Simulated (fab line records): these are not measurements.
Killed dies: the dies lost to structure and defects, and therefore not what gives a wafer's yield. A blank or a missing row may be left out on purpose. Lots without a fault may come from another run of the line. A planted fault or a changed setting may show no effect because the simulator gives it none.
8D (eight disciplines) problem report, filled in by code || flow nandHarc || the parts of the form that need people (team, actions taken, sign-off) are left out

## 1. WHAT IS WRONG
Mean of killedAtOther at NHARC_END_SORT_01: 640.0 across 2 wafers in 2 lots; on wafers with no fault it is 0.5 (standard deviation 0.8). That is +99 or more standard deviations from the usual mean.
The first sign was on wafer L525.4 at day 22 19:01, on prober-02. At this step, 27 wafers from 9 lots have a number in the record. The rule behind "out" and "out of limits": a value lying over 4 standard deviations away from the usual mean. Any other wafer with a number is counted as sound.

## 2. WHAT THIS IS AND IS NOT
{"question": "which readings at this step", "is": "killedAtOther, defectLimitedYield, killedDies, sort_bin_2_pct, sortNPass, sortRimYieldPct, sortYieldPct", "is not": "killedAtArray, killedAtPeriphery, killedOpen, sort_bin_3_pct, sort_bin_4_pct"}
{"question": "which lots", "is": "L525, L526", "is not": "L513, L515, L516, L529, L530, L533, L534"}
{"question": "which wafers of those lots", "is": "L525.4, L526.3", "is not": "L525.2, L525.5, L526.5, L526.6"}
{"question": "read on which gauges", "is": "prober-01, prober-02", "is not": "-"}
{"question": "when", "is": "from day 22 19:01", "is not": "up to then (10 sound wafers); but 15 sound wafers of L525, L526, L529, L530, L533, L534 came after"}

## 3. SUSPECTS, AND WHAT RULES EACH OUT
Counting: any tool at a process step up to the reading remains a suspect provided it ran every lot that is out. Sound lots after the first of them don't rule it out here, since some wafers of a struck lot are sound.
- ruled out: the gauge at NHARC_END_SORT_01. 2 gauges (prober-01, prober-02) read the wafers that are out.
- pecvd-02 at NHARC_THIN_TSV_DEP_43 (deposits SiO2, target thk 1328.5 nm): kept. It processed each lot that is out (first: L526, day 22 01:09); up to then, its last sound lot is L516 (day 19 10:11).
- pvdSputter-01 at NHARC_THIN_TSV_PRE_CLEAN_54 (time 30 s): kept. It ran every lot that is out, first L526 (day 22 06:47).
- pecvd-02, NHARC_THIN_TSV_DEP_43: wafers that are out in chamber 0, sound lot-mates in chambers 1, 2.
Remaining after the count are pecvd-02 at NHARC_THIN_TSV_DEP_43 and pvdSputter-01 at NHARC_THIN_TSV_PRE_CLEAN_54.

## 4. THE CAUSE (what the simulator had put in)
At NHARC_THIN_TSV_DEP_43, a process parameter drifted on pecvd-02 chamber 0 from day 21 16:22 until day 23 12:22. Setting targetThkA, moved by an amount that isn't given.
2 suspects survive the count, and this tool is in that group.

## 5. SEQUENCE OF EFFECTS, ordered by route
Rows list readings where the struck wafers' mean (over those with a number) sits beyond 3 standard deviations from the usual. Only readings for which the record gives a usual standard deviation are gone through. hours: the time from each lot's start at the first step in this table that gives one to its start at this step, as a median over the lots. sigmas: the change in usual standard deviations.
{"hours": 0, "step": "NHARC_END_SORT_01", "reading": "defectLimitedYield", "usual": "95.1 %", "on struck wafers": 0.0, "change": -95.1, "sigmas": -53}
{"hours": 0, "step": "NHARC_END_SORT_01", "reading": "killedAtOther", "usual": 0.5, "on struck wafers": 640.0, "change": "+639.5", "sigmas": "+99 or more"}
{"hours": 0, "step": "NHARC_END_SORT_01", "reading": "killedDies", "usual": 33, "on struck wafers": 677, "change": "+644", "sigmas": "+54"}
{"hours": 0, "step": "NHARC_END_SORT_01", "reading": "sort_bin_2_pct", "usual": "1.5 %", "on struck wafers": 96.5, "change": "+95.0", "sigmas": "+99 or more"}
{"hours": 0, "step": "NHARC_END_SORT_01", "reading": "sortNPass", "usual": 644, "on struck wafers": 0, "change": -644, "sigmas": -54}
{"hours": 0, "step": "NHARC_END_SORT_01", "reading": "sortRimYieldPct", "usual": "97.5 %", "on struck wafers": 0.0, "change": -97.5, "sigmas": -51}
{"hours": 0, "step": "NHARC_END_SORT_01", "reading": "sortYieldPct", "usual": "95.1 %", "on struck wafers": 0.0, "change": -95.1, "sigmas": -53}

## 6. HOW IT WOULD HAVE BEEN CAUGHT EARLIER
Counted from the fault's start at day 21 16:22, it took 27 hours until the first out-of-limits reading at a measuring or inspecting step in this record, taken at day 22 19:01.
No tool reading at NHARC_THIN_TSV_DEP_43 that has a usual standard deviation in the record was out on any struck wafer, so an alarm limit of 4 standard deviations on those readings would not have fired.
Each of the lots that are out, 2 in all, had begun NHARC_THIN_TSV_DEP_43 on pecvd-02 no later than day 22 19:01. Had the tool been put on hold then, not one of them would have been saved.
